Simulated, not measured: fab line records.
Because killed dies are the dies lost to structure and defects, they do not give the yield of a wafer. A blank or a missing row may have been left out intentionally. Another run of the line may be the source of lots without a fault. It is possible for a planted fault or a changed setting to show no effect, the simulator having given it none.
fab line records + flow nand_harc
record:
- lots: 5
- wafers: 15
- last_day: 23
route steps=1159 shown A_SLIT@799 A_SIN_REMOVE@804 A_WL_FILL@809 END@1159
lots that met no fault: from a run of the same line without faults
start_h: the number of hours between the record's first day and the start of the first shown wafer of the lot + wait_h: hours since the lot's step before + " as in the row above + L1.1+2: several wafers, shown together as one row + - no value present, or no start provided + * or withheld: withheld + < > ~ a bound
route shown NAME@n: names a module that has steps shown in the file, with the first one's number in the route + usual: average and standard deviation across the fault-free wafers + same: alike in all rows + chamber/n: place in a boat + sites: per-site readings + _std_site: standard deviation across them + _edge_site: inner sites' mean taken away from outer sites' mean + radius_mm: how far each site lies from the wafer's centre + mask NAME#n: copy n + behind: tool/chamber where the wafer was last shaped + hold: why the lot went on hold/how many hours it stayed there/how the hold came to an end + device: names the non-switching transistor (n, p or np) + end of line: tests run on the same wafers once the route is complete + a step given without rows: its recipe and nothing more + killed: dies that structure and defects cost at the first sort, which is not the same as the wafer's yield + map: the dies of a wafer, with x for killed, . for not killed, _ for no die there
set.NAME: the setting as run; set.NAME@STEP: as run at that earlier step + model.NAME: the simulator's own value behind a step, which no gauge read
certain route steps with their lots: each step a table, each wafer a row
services: the hour from which a tool's chamber was out of use, counted from the record's first day as start_h (under 0 if before that day), plus the number of hours and why
== steps ==
step: NHARC_A_SLIT_ETCH_29
recipe:
- target_depth_a: 1000
- overetch_a: 100
- time_s: 55
- ion_energy_ev: 100
- cf4_flow_sccm: 80
- o2_flow_sccm: 20
- ar_flow_sccm: 0
- rf_w: 300
- bias_w: 100
- chemistry: CF4/O2
usual:
- cf4_flow_sccm: 80.03/0.26
- drypump_motor_current_A: 5.6/0.36
- o2_flow_sccm: 20.00/0.062
- oes_product_au: 1.000/0.011
- rf_vpp_V: 198.0/1.5
- showerhead_plenum_p_Torr: 1.35/0.061
- throttle_valve_pct: 13.396/0.0095
| lot.wafer | tool        | chamber | start_h | wait_h | cf4_flow_sccm | drypump_motor_current_A | o2_flow_sccm | oes_product_au | rf_hours_counter_h | rf_vpp_V | showerhead_plenum_p_Torr | throttle_valve_pct |
|-----------|-------------|---------|---------|--------|---------------|-------------------------|--------------|----------------|--------------------|----------|--------------------------|--------------------|
| L632.4    | rie_diel-03 | 1       | 340.47  | 0.1    | 79.87         | 6.0                     | 19.91        | 1.005          | 7                  | 198.3    | 1.40                     | 13.398             |
| L632.6    | "           | 3       | "       | "      | 79.82         | 6.0                     | 19.92        | 1.017          | -                  | 196.3    | 1.25                     | 13.401             |
| L632.5    | "           | 0       | "       | "      | 79.76         | 5.8                     | 20.08        | 1.019          | -                  | 199.0    | 1.41                     | 13.380             |
| L637.3    | rie_diel-09 | 1       | 368.34  | 0.1    | 80.33         | 5.9                     | 20.01        | 0.987          | 8                  | 199.0    | 1.36                     | 13.387             |
| L637.2    | "           | 3       | "       | "      | 79.82         | 5.5                     | 20.01        | 0.990          | 6                  | 200.3    | 1.43                     | 13.400             |
| L637.5    | "           | 2       | "       | "      | 79.93         | 5.0                     | 20.01        | 0.989          | -                  | 198.4    | 1.36                     | 13.385             |
| L641.2    | rie_diel-09 | 3       | 398.77  | 0.1    | 79.89         | 5.6                     | 19.95        | 0.988          | 8                  | 198.9    | 1.43                     | 13.389             |
| L641.1    | "           | 1       | "       | "      | 80.04         | 5.9                     | 20.04        | 0.988          | 11                 | 197.1    | 1.36                     | 13.384             |
| L641.6    | "           | 0       | "       | "      | 80.07         | 5.3                     | 19.98        | 1.012          | -                  | 197.5    | 1.39                     | 13.412             |
| L644.2    | rie_diel-03 | 3       | 414.06  | 0.1    | 80.22         | 6.0                     | 19.88        | 1.008          | 1                  | 195.2    | 1.25                     | 13.399             |
| L644.3    | "           | 0       | "       | "      | 80.59         | 5.8                     | 19.89        | 1.011          | 0                  | 199.1    | 1.41                     | 13.397             |
| L644.4    | "           | 1       | "       | "      | 80.51         | 6.0                     | 19.99        | 1.002          | 0                  | 199.8    | 1.40                     | 13.396             |
| L649.2    | rie_diel-10 | 0       | 438.03  | 0.1    | 80.22         | 5.4                     | 19.92        | 0.982          | 5                  | 197.3    | 1.28                     | 13.378             |
| L649.3    | "           | 3       | "       | "      | 79.72         | 6.2                     | 19.94        | 1.004          | 6                  | 196.2    | 1.29                     | 13.402             |
| L649.5    | "           | 1       | "       | "      | 79.96         | 5.3                     | 20.15        | 0.992          | -                  | 199.1    | 1.35                     | 13.397             |
step: NHARC_A_SLIT_STRIP_18
recipe:
- o2_flow_sccm: 500
- ar_flow_sccm: 0
- bias_w: 0
- chemistry: O2
usual:
- drypump_motor_current_A: 5.6/0.36
- o2_flow_sccm: 499.9/1.5
- oes_product_au: 1.001/0.01
- rf_vpp_V: 57.9/0.81
- showerhead_plenum_p_Torr: 3.57/0.15
- throttle_valve_pct: 17.036/0.0086
| lot.wafer | tool        | chamber | start_h | wait_h | drypump_motor_current_A | o2_flow_sccm | oes_product_au | rf_hours_counter_h | rf_vpp_V | showerhead_plenum_p_Torr | throttle_valve_pct |
|-----------|-------------|---------|---------|--------|-------------------------|--------------|----------------|--------------------|----------|--------------------------|--------------------|
| L632.4    | rie_diel-03 | 2       | -       | -      | 5.5                     | 498.5        | 1.006          | 8                  | 59.2     | 3.40                     | 17.024             |
| L632.5    | "           | 2       | "       | "      | 5.5                     | 501.5        | 1.002          | -                  | 58.2     | 3.40                     | 17.042             |
| L632.6    | "           | 3       | "       | "      | 6.0                     | 500.1        | 1.006          | -                  | 57.3     | 3.31                     | 17.036             |
| L637.2    | rie_diel-09 | 2       | -       | -      | 5.0                     | 499.7        | 0.989          | 7                  | 58.3     | 3.59                     | 17.031             |
| L637.3    | "           | 3       | "       | "      | 5.6                     | 502.2        | 0.982          | 6                  | 58.4     | 3.76                     | 17.043             |
| L637.5    | "           | 0       | "       | "      | 5.3                     | 499.1        | 1.011          | -                  | 56.3     | 3.67                     | 17.035             |
| L641.2    | rie_diel-09 | 0       | -       | -      | 5.3                     | 500.5        | 1.007          | 10                 | 58.4     | 3.67                     | 17.047             |
| L641.1    | "           | 2       | "       | "      | 5.0                     | 501.6        | 0.990          | 9                  | 58.0     | 3.59                     | 17.046             |
| L641.6    | "           | 0       | "       | "      | 5.3                     | 501.0        | 1.020          | -                  | 58.3     | 3.67                     | 17.021             |
| L644.4    | rie_diel-03 | 2       | -       | -      | 5.5                     | 500.4        | 0.993          | 1                  | 57.6     | 3.40                     | 17.029             |
| L644.2    | "           | 3       | "       | "      | 6.1                     | 498.8        | 1.009          | 1                  | 58.1     | 3.31                     | 17.035             |
| L644.3    | "           | 0       | "       | "      | 5.8                     | 499.6        | 1.013          | 1                  | 59.4     | 3.72                     | 17.041             |
| L649.3    | rie_diel-10 | 1       | -       | -      | 5.2                     | 502.2        | 1.011          | 6                  | 59.0     | 3.57                     | 17.025             |
| L649.2    | "           | 2       | "       | "      | 5.6                     | 498.1        | 1.007          | 6                  | 58.1     | 3.77                     | 17.024             |
| L649.5    | "           | 3       | "       | "      | 6.3                     | 498.6        | 1.022          | -                  | 57.1     | 3.41                     | 17.020             |
step: NHARC_A_SLIT_PRECLEAN_19
recipe:
- time_s: *
- temp_c: 50
- bath_age_min: 0
- chemistry: SC1
step: NHARC_A_SLIT_SRD_20
step: NHARC_A_SLIT_CD_MEAS_21
usual:
- cd_nm: 289.7/0.89
| lot.wafer | tool      | chamber | start_h | wait_h | cd_nm |
|-----------|-----------|---------|---------|--------|-------|
| L632.4    | cd_sem-01 | -       | 341.00  | -      | 288.6 |
| L632.5    | "         | -       | "       | "      | 288.4 |
| L632.6    | "         | -       | "       | "      | 288.1 |
| L637.2    | cd_sem-01 | -       | 368.88  | -      | 291.1 |
| L637.3    | "         | -       | "       | "      | 290.3 |
| L637.5    | "         | -       | "       | "      | 290.2 |
| L641.1    | cd_sem-01 | -       | 399.30  | -      | 292.0 |
| L641.2    | "         | -       | "       | "      | 290.9 |
| L641.6    | "         | -       | "       | "      | 291.3 |
| L644.2    | cd_sem-02 | -       | 414.60  | -      | 290.2 |
| L644.3    | "         | -       | "       | "      | 290.1 |
| L644.4    | "         | -       | "       | "      | 289.9 |
| L649.2    | cd_sem-02 | -       | 438.58  | -      | 289.7 |
| L649.3    | "         | -       | "       | "      | 290.1 |
| L649.5    | "         | -       | "       | "      | 289.7 |
step: NHARC_A_SIN_REMOVE_WET_00
recipe:
- temp_c: 160
- time_s: 15300
- chemistry: H3PO4
step: NHARC_A_SIN_REMOVE_PRECLEAN_01
recipe:
- time_s: *
- temp_c: 50
- bath_age_min: 0
- chemistry: SC1
step: NHARC_A_SIN_REMOVE_SRD_02
step: NHARC_A_SIN_REMOVE_INSPECT_04
usual:
- raw_defect_count: 290/67
| lot.wafer | tool              | chamber | start_h | wait_h | raw_defect_count |
|-----------|-------------------|---------|---------|--------|------------------|
| L632.4    | defect_inspect-02 | -       | 348.49  | 0.0    | 164              |
| L632.5    | "                 | -       | "       | "      | 230              |
| L632.6    | "                 | -       | "       | "      | 274              |
| L637.2    | defect_inspect-02 | -       | 376.29  | 0.0    | 253              |
| L637.3    | "                 | -       | "       | "      | 266              |
| L637.5    | "                 | -       | "       | "      | 330              |
| L641.1    | defect_inspect-02 | -       | 407.05  | 0.0    | 319              |
| L641.2    | "                 | -       | "       | "      | 262              |
| L641.6    | "                 | -       | "       | "      | 315              |
| L644.2    | defect_inspect-01 | -       | 422.32  | 0.0    | 330              |
| L644.3    | "                 | -       | "       | "      | 253              |
| L644.4    | "                 | -       | "       | "      | 326              |
| L649.2    | defect_inspect-01 | -       | 446.23  | 0.0    | 257              |
| L649.3    | "                 | -       | "       | "      | 252              |
| L649.5    | "                 | -       | "       | "      | 321              |
step: NHARC_A_WL_FILL_ALD_00
recipe:
- target_thk_a: 30
- pulse_time_s: 3
- ald_cycles: 30
- temp_c: 300
- material: Al2O3
usual:
- ald_cycles: 30/0
- heater_power_w: 446/43
- precursor_pulse_height_rel: 0.998/0.019
| lot.wafer | tool      | chamber | start_h | wait_h | ald_cycles | heater_power_w | precursor_pulse_height_rel |
|-----------|-----------|---------|---------|--------|------------|----------------|----------------------------|
| L632.4    | ald_hk-04 | 0       | 348.61  | 0.1    | 30         | 443            | 1.008                      |
| L632.5    | "         | 2       | "       | "      | 30         | 436            | 0.999                      |
| L632.6    | "         | 3       | "       | "      | 30         | 494            | 1.004                      |
| L637.2    | ald_hk-03 | 2       | 378.36  | 2.1    | 30         | 455            | 0.993                      |
| L637.3    | "         | 3       | "       | "      | 30         | 509            | 1.006                      |
| L637.5    | "         | 3       | "       | "      | 30         | 498            | 0.966                      |
| L641.1    | ald_hk-04 | 0       | 408.91  | 1.9    | 30         | 408            | 1.023                      |
| L641.2    | "         | 3       | "       | "      | 30         | 497            | 0.964                      |
| L641.6    | "         | 0       | "       | "      | 30         | 419            | 1.008                      |
| L644.3    | ald_hk-03 | 3       | 422.38  | 0.1    | 30         | 496            | 1.002                      |
| L644.2    | "         | 0       | "       | "      | 30         | 489            | 1.024                      |
| L644.4    | "         | 1       | "       | "      | 30         | 385            | 1.009                      |
| L649.3    | ald_hk-04 | 0       | 446.29  | 0.1    | 30         | 408            | 0.968                      |
| L649.2    | "         | 3       | "       | "      | 30         | 493            | 0.975                      |
| L649.5    | "         | 1       | "       | "      | 30         | 457            | 0.981                      |
step: NHARC_A_WL_FILL_RTA_01
recipe:
- temp_c: 1000
- time_s: 5
usual:
- anneal_temp_c_max: 1004.2/1
- lamp_power_pct: 29.7/2
- lamp_zone_4_pct: 29.7/2
- lamp_zone_7_pct: 30.1/2.1
- wafer_temp_C_max: 1003.6/1.2
| lot.wafer | tool          | chamber | start_h | wait_h | anneal_temp_c_max | lamp_power_pct | lamp_zone_4_pct | lamp_zone_7_pct | wafer_temp_C_max |
|-----------|---------------|---------|---------|--------|-------------------|----------------|-----------------|-----------------|------------------|
| L632.4    | rtp_anneal-02 | 0       | 348.91  | -      | 1005.3            | 28.2           | 28.2            | 28.7            | 1003.0           |
| L632.5    | "             | 0       | "       | "      | 1003.9            | 28.3           | 28.2            | 28.6            | 1002.7           |
| L632.6    | "             | 0       | "       | "      | 1005.1            | 28.2           | 28.3            | 28.7            | 1002.8           |
| L637.2    | rtp_anneal-01 | 0       | 378.82  | 0.4    | 1003.1            | 32.5           | 32.5            | 33.0            | 1003.6           |
| L637.3    | "             | 0       | "       | "      | 1003.1            | 32.5           | 32.5            | 33.0            | 1003.5           |
| L637.5    | "             | 0       | "       | "      | 1003.9            | 32.5           | 32.5            | 33.0            | 1005.3           |
| L641.1    | rtp_anneal-02 | 0       | 409.18  | -      | 1003.9            | 28.2           | 28.2            | 28.7            | 1003.0           |
| L641.2    | "             | 0       | "       | "      | 1005.4            | 28.2           | 28.2            | 28.7            | 1002.8           |
| L641.6    | "             | 0       | "       | "      | 1004.5            | 28.2           | 28.2            | 28.6            | 1002.2           |
| L644.2    | rtp_anneal-02 | 0       | 422.67  | -      | 1003.8            | 28.2           | 28.2            | 28.7            | 1003.3           |
| L644.3    | "             | 0       | "       | "      | 1004.0            | 28.2           | 28.2            | 28.6            | 1003.5           |
| L644.4    | "             | 0       | "       | "      | 1004.6            | 28.2           | 28.2            | 28.6            | 1002.7           |
| L649.2    | rtp_anneal-02 | 0       | 446.59  | -      | 1005.4            | 28.2           | 28.2            | 28.7            | 1003.0           |
| L649.3    | "             | 0       | "       | "      | 1003.7            | 28.2           | 28.2            | 28.7            | 1003.0           |
| L649.5    | "             | 0       | "       | "      | 1003.8            | 28.3           | 28.3            | 28.7            | 1002.2           |
step: NHARC_A_WL_FILL_ALD_02
recipe:
- target_thk_a: 20
- pulse_time_s: 3
- ald_cycles: 100
- temp_c: 450
- material: TiN
usual:
- ald_cycles: 100/0
- heater_power_w: 1082/150
- precursor_pulse_height_rel: 1.000/0.019
| lot.wafer | tool         | chamber | start_h | wait_h | ald_cycles | heater_power_w | precursor_pulse_height_rel |
|-----------|--------------|---------|---------|--------|------------|----------------|----------------------------|
| L632.4    | ald_metal-03 | 0       | 349.15  | 0.2    | 100        | 898            | 1.020                      |
| L632.6    | "            | 1       | "       | "      | 100        | 854            | 0.951                      |
| L632.5    | "            | 2       | "       | "      | 100        | 944            | 0.994                      |
| L637.2    | ald_metal-04 | 1       | 379.04  | 0.2    | 100        | 1072           | 1.015                      |
| L637.3    | "            | 3       | "       | "      | 100        | 1020           | 1.015                      |
| L637.5    | "            | 0       | "       | "      | 100        | 1137           | 1.000                      |
| L641.1    | ald_metal-03 | 3       | 409.39  | 0.2    | 100        | 1201           | 1.005                      |
| L641.2    | "            | 2       | "       | "      | 100        | 954            | 0.977                      |
| L641.6    | "            | 0       | "       | "      | 100        | 904            | 1.016                      |
| L644.3    | ald_metal-04 | 2       | 422.89  | 0.2    | 100        | 1139           | 0.992                      |
| L644.4    | "            | 3       | "       | "      | 100        | 1038           | 0.993                      |
| L644.2    | "            | 0       | "       | "      | 48         | 1136           | 0.978                      |
| L649.3    | ald_metal-02 | 0       | 446.81  | 0.2    | 100        | 980            | 1.024                      |
| L649.2    | "            | 1       | "       | "      | 100        | 1330           | 1.022                      |
| L649.5    | "            | 3       | "       | "      | 100        | 1056           | 1.012                      |
step: NHARC_END_SORT_01
recipe:
- temp_c: 25
usual:
- killed_at_array: 25/9.2
- killed_at_other: 0.8/1.2
- killed_at_periphery: 3.9/2.6
- killed_dies: 30/9.7
- killed_open: 3.4/1.9
- killed_short: 2.0/1.4
same:
- gross_dies: 677
| lot.wafer | tool      | chamber | start_h | wait_h | killed_at_array | killed_at_other | killed_at_periphery | killed_dies | killed_open | killed_short |
|-----------|-----------|---------|---------|--------|-----------------|-----------------|---------------------|-------------|-------------|--------------|
| L644.2    | prober-02 | 0       | 536.94  | 2.8    | 669             | 3               | 5                   | 677         | 3           | 1            |
killed by level:class
L644.2 A_WL_FILL:area_ald=625 A_CHANNEL_HOLE_D1:chamber_film_flake=21 A_SLIT:chamber_film_flake=10 A_CONTACT:chamber_film_flake=7 THIN_TSV:chamber_film_flake=3 A_CHANNEL_FILL_D1:geometric_particle:open=2 P_GATE:chamber_film_flake=2 P_M1:chamber_film_flake=2
map L644.2 (x killed, . not)
____________x____________
_________xxxxxxx_________
_______xxxxxxxxxxx_______
______xxxxxxxxxxxxx______
_____xxxxxxxxxxxxxxx_____
____xxxxxxxxxxxxxxxxx____
____xxxxxxxxxxxxxxxxx____
___xxxxxxxxxxxxxxxxxxx___
___xxxxxxxxxxxxxxxxxxx___
__xxxxxxxxxxxxxxxxxxxxx__
__xxxxxxxxxxxxxxxxxxxxx__
_xxxxxxxxxxxxxxxxxxxxxxx_
_xxxxxxxxxxxxxxxxxxxxxxx_
_xxxxxxxxxxxxxxxxxxxxxxx_
_xxxxxxxxxxxxxxxxxxxxxxx_
_xxxxxxxxxxxxxxxxxxxxxxx_
xxxxxxxxxxxxxxxxxxxxxxxxx
xxxxxxxxxxxxxxxxxxxxxxxxx
xxxxxxxxxxxxxxxxxxxxxxxxx
xxxxxxxxxxxxxxxxxxxxxxxxx
xxxxxxxxxxxxxxxxxxxxxxxxx
_xxxxxxxxxxxxxxxxxxxxxxx_
_xxxxxxxxxxxxxxxxxxxxxxx_
_xxxxxxxxxxxxxxxxxxxxxxx_
_xxxxxxxxxxxxxxxxxxxxxxx_
_xxxxxxxxxxxxxxxxxxxxxxx_
__xxxxxxxxxxxxxxxxxxxxx__
__xxxxxxxxxxxxxxxxxxxxx__
___xxxxxxxxxxxxxxxxxxx___
___xxxxxxxxxxxxxxxxxxx___
____xxxxxxxxxxxxxxxxx____
____xxxxxxxxxxxxxxxxx____
_____xxxxxxxxxxxxxxx_____
______xxxxxxxxxxxxx______
_______xxxxxxxxxxx_______
_________xxxxxxx_________
____________x____________
map L637.2 (x killed, . not)
____________x____________
_________....x.._________
_______..x.xx.xx.._______
______.........xx..______
_____.......x......._____
____.x.........x.....____
____x...xx...........____
___.............x.....___
___.........x.........___
__x....................__
__.....................__
_.........x............._
_..........x............_
_....x.................._
_......................._
_......................._
.........................
.........................
............x............
.......x.................
......x.x................
_............x.........._
_......................._
_....x.................._
_......................._
_.....x.x.............x._
__.....................__
__...........x.x.......__
___.....x.............___
___..........x...x....___
____...x.........xxx.____
____...........x.....____
_____..............._____
______.........x...______
_______....x......_______
_________.....x._________
____________x____________
== services ==
| tool         | chamber | start_h | hours | kind   |
|--------------|---------|---------|-------|--------|
| rie_diel-09  | 3       | 317.07  | 4.9   | repair |
| ald_metal-03 | -       | 322.00  | 10.0  | pm     |
| ald_hk-03    | -       | 322.18  | 10.0  | pm     |
| rie_diel-03  | 0       | 322.31  | -     | clean  |
| rie_diel-03  | 1       | 322.31  | -     | clean  |
| rie_diel-03  | 2       | 322.31  | -     | clean  |
| rie_diel-03  | 3       | 322.31  | -     | clean  |
| rie_diel-09  | 2       | 336.39  | 7.4   | repair |
| rie_diel-09  | 0       | 336.60  | -     | clean  |
| rie_diel-09  | 1       | 336.60  | -     | clean  |
| rie_diel-10  | 0       | 340.37  | 2.4   | repair |
| rie_diel-03  | -       | 345.17  | 0.1   | repair |
| rie_diel-10  | -       | 353.50  | 9.0   | pm     |
| ald_metal-02 | -       | 364.00  | 10.0  | pm     |
| ald_hk-04    | -       | 365.67  | 10.0  | pm     |
| rie_diel-09  | -       | 369.84  | 0.8   | repair |
| ald_metal-03 | -       | 379.62  | 1.8   | repair |
| rie_diel-10  | 0       | 383.70  | 7.9   | repair |
| ald_metal-02 | 3       | 383.71  | 13.3  | repair |
| rie_diel-03  | -       | 392.30  | 9.0   | pm     |
| ald_metal-03 | 2       | 400.58  | 3.5   | repair |
| rie_diel-03  | -       | 403.68  | 0.3   | repair |
| ald_metal-04 | -       | 406.00  | 10.0  | pm     |
| rie_diel-09  | -       | 431.43  | 9.0   | pm     |
== key ==
first_sign:
- step: NHARC_A_WL_FILL_ALD_02
- reading: ald_cycles
- direction: down
- sigmas: 99+
- usual: 100
- struck: 48
effect:
- step: NHARC_END_SORT_01
- reading: killed_at_array
- direction: up
- sigmas: 70
- usual: 25
- struck: 669
more_kills_born_at:
- NHARC_A_WL_FILL_ALD_02@ald_metal-04: 625
met_at NHARC_A_WL_FILL_ALD_02
struck_wafers L644.2
later_rows_left_out L644.2
tester_left_out L644
onset_between 379.04 422.89
fault:
- kind: process_parameter_drift
- tool: ald_metal-04
- chamber: 0
- onset_h: 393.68
- steps: NHARC_A_WL_FILL_ALD_02
- channel: ald_cycles
- offset: -52
- shape: step
- end_h: 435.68
- acts_in: these_recipes_only
- stated: 100
tester_left_out: of these lots the tester's yield and bins aren't shown, on N5 and GAA mostly nor the transistor test; their killed dies are dies lost to structure and defects alone, not to doping, threshold or leakage, so they don't give the yield
later_rows_left_out: the simulator's readings of these wafers behind a module that went badly wrong aren't trusted and aren't shown, but for the sort
